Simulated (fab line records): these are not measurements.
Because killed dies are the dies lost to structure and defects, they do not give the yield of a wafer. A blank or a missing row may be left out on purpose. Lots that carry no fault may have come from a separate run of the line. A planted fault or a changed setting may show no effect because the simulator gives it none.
Split-lot experiment :: flow n5 finfet :: route with 1938 steps; 7 lots, 21 wafers read

## ABOUT THE SPLIT
At N5_BEOL_M2_COAT_61 (time 60 s, resist thk 60 nm), the setting spin rpm was moved away from the recipe's 1500 rpm on 8 of the 21 wafers read, by +5.7% to +10.3%. For the rest of the wafers, this setting stayed at what the recipe calls for.

## FROM THE SPLIT TO THE READING: what the file shows between them, 8 steps
- N5_BEOL_M2_COAT_62: time 60 s, resist thk 12 nm
- N5_BEOL_M2_COAT_73: time 60 s, resist thk 5 nm
- N5_BEOL_M2_ETCH_74: etches underlayer in N2/H2, target depth 6.5 nm, time 5.2 s
- N5_BEOL_M2_ETCH_63: etches SiARC in CF4, target depth 15.6 nm, time 26 s
- N5_BEOL_M2_ETCH_64: etches SOC in N2/H2, target depth 75 nm, overetch 22.5 nm, time 121.9 s
- N5_BEOL_M2_STRIP_65: strips in N2/H2
- N5_BEOL_M2_STRIP_75: strips in N2/H2
- N5_BEOL_M2_STRIP_66: strips in CF4

## THE READING
SOC_of_BEOL_M2_COAT_61.thk nm (the simulator's own value, which no gauge read), in nm, at N5_BEOL_M2_HM_OPEN_17 (chemistry Cl2/BCl3, target TiN, target depth 20 nm, overetch 6 nm). No usual value for it is given in the file. Average 52.0 nm, standard deviation 0.21 nm, over the 13 wafers here run with the recipe.

wafer: L074.2
tool, chamber at the split: litho track-01, 0
spin rpm as run, rpm: 1500
against the recipe: recipe
SOC_of_BEOL_M2_COAT_61.thk nm, nm: 52
against lot-mates on the recipe: -

wafer: L074.3
tool, chamber at the split: litho track-01, 0
spin rpm as run, rpm: 1500
against the recipe: recipe
SOC_of_BEOL_M2_COAT_61.thk nm, nm: 52.2
against lot-mates on the recipe: -

wafer: L074.5
tool, chamber at the split: litho track-01, 0
spin rpm as run, rpm: 1500
against the recipe: recipe
SOC_of_BEOL_M2_COAT_61.thk nm, nm: 52.2
against lot-mates on the recipe: -

wafer: L076.1
tool, chamber at the split: litho track-05, 0
spin rpm as run, rpm: 1500
against the recipe: recipe
SOC_of_BEOL_M2_COAT_61.thk nm, nm: 52
against lot-mates on the recipe: -

wafer: L076.4
tool, chamber at the split: litho track-05, 0
spin rpm as run, rpm: 1641
against the recipe: +9.4%
SOC_of_BEOL_M2_COAT_61.thk nm, nm: 49.2
against lot-mates on the recipe: -2.8

wafer: L076.6
tool, chamber at the split: litho track-05, 0
spin rpm as run, rpm: 1641
against the recipe: +9.4%
SOC_of_BEOL_M2_COAT_61.thk nm, nm: 49.4
against lot-mates on the recipe: -2.6

wafer: L077.1
tool, chamber at the split: litho track-03, 0
spin rpm as run, rpm: 1500
against the recipe: recipe
SOC_of_BEOL_M2_COAT_61.thk nm, nm: 51.8
against lot-mates on the recipe: -

wafer: L077.3
tool, chamber at the split: litho track-03, 0
spin rpm as run, rpm: 1585
against the recipe: +5.7%
SOC_of_BEOL_M2_COAT_61.thk nm, nm: 50.8
against lot-mates on the recipe: -1.0

wafer: L077.5
tool, chamber at the split: litho track-03, 0
spin rpm as run, rpm: 1585
against the recipe: +5.7%
SOC_of_BEOL_M2_COAT_61.thk nm, nm: 50.6
against lot-mates on the recipe: -1.2

wafer: L082.2
tool, chamber at the split: litho track-05, 0
spin rpm as run, rpm: 1613
against the recipe: +7.5%
SOC_of_BEOL_M2_COAT_61.thk nm, nm: 50.4
against lot-mates on the recipe: -2.0

wafer: L082.3
tool, chamber at the split: litho track-05, 0
spin rpm as run, rpm: 1500
against the recipe: recipe
SOC_of_BEOL_M2_COAT_61.thk nm, nm: 52.4
against lot-mates on the recipe: -

wafer: L082.6
tool, chamber at the split: litho track-05, 0
spin rpm as run, rpm: 1613
against the recipe: +7.5%
SOC_of_BEOL_M2_COAT_61.thk nm, nm: 49.6
against lot-mates on the recipe: -2.8

wafer: L086.1
tool, chamber at the split: litho track-05, 0
spin rpm as run, rpm: 1655
against the recipe: +10.3%
SOC_of_BEOL_M2_COAT_61.thk nm, nm: 49.2
against lot-mates on the recipe: -2.5

wafer: L086.2
tool, chamber at the split: litho track-05, 0
spin rpm as run, rpm: 1500
against the recipe: recipe
SOC_of_BEOL_M2_COAT_61.thk nm, nm: 51.8
against lot-mates on the recipe: -

wafer: L086.5
tool, chamber at the split: litho track-05, 0
spin rpm as run, rpm: 1500
against the recipe: recipe
SOC_of_BEOL_M2_COAT_61.thk nm, nm: 51.6
against lot-mates on the recipe: -

wafer: L091.1
tool, chamber at the split: litho track-01, 0
spin rpm as run, rpm: 1500
against the recipe: recipe
SOC_of_BEOL_M2_COAT_61.thk nm, nm: 51.8
against lot-mates on the recipe: -

wafer: L091.2
tool, chamber at the split: litho track-01, 0
spin rpm as run, rpm: 1500
against the recipe: recipe
SOC_of_BEOL_M2_COAT_61.thk nm, nm: 52.2
against lot-mates on the recipe: -

wafer: L091.6
tool, chamber at the split: litho track-01, 0
spin rpm as run, rpm: 1500
against the recipe: recipe
SOC_of_BEOL_M2_COAT_61.thk nm, nm: 52
against lot-mates on the recipe: -

wafer: L097.1
tool, chamber at the split: litho track-01, 0
spin rpm as run, rpm: 1617
against the recipe: +7.8%
SOC_of_BEOL_M2_COAT_61.thk nm, nm: 49.8
against lot-mates on the recipe: -2.2

wafer: L097.4
tool, chamber at the split: litho track-01, 0
spin rpm as run, rpm: 1500
against the recipe: recipe
SOC_of_BEOL_M2_COAT_61.thk nm, nm: 52
against lot-mates on the recipe: -

wafer: L097.5
tool, chamber at the split: litho track-01, 0
spin rpm as run, rpm: 1500
against the recipe: recipe
SOC_of_BEOL_M2_COAT_61.thk nm, nm: 52
against lot-mates on the recipe: -

THE FIT
A straight line over all 21 wafers: SOC_of_BEOL_M2_COAT_61.thk nm changes by -0.273 nm for each +1% of spin rpm; r = -0.98; the points scatter about the line by 0.24 nm.
The same after taking each lot's own level away (the mean of its wafers on the recipe; 21 wafers): -0.274 nm for each +1%; r = -0.98; scatter 0.26 nm.
Per that fit: largest spin rpm move, reading shift of 2.8 nm.
From 51.70 to 52.40 nm: that is the span of the lots' own levels, equal to 3.4 times the standard deviation above.
Hence the lot-to-lot level has little effect on the slope; both slopes agree.
Check: for one of the wafers moved furthest among these (+10.3%), held out of the fit, the line's prediction against its lot-mates is -2.91 nm. It came out at -2.5 nm against them.

## THE WHOLE CHAIN: every reading that the file lists as answering this split, in the file's order
step: N5_BEOL_M2_COAT_61
what it does: time 60 s, resist thk 60 nm
reading: SOC_of_BEOL_M2_COAT_61.thk nm (the simulator's own value, which no gauge read)
change (the file's fit): -0.282 nm for each +1% of the setting
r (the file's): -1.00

step: N5_BEOL_M2_ETCH_64
what it does: etches SOC in N2/H2, target depth 75 nm, overetch 22.5 nm, time 121.9 s
reading: etch.depth nm (the simulator's own value, which no gauge read)
change (the file's fit): -0.277 nm for each +1% of the setting
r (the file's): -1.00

step: N5_BEOL_M2_HM_OPEN_17
what it does: chemistry Cl2/BCl3, target TiN, target depth 20 nm, overetch 6 nm
reading: SOC_of_BEOL_M2_COAT_61.thk nm (the simulator's own value, which no gauge read)
change (the file's fit): -0.269 nm for each +1% of the setting
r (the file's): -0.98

## THE FILE'S OWN FIT
SOC_of_BEOL_M2_COAT_61.thk nm changes by -0.269 nm for each +1% of spin rpm, r = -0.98.
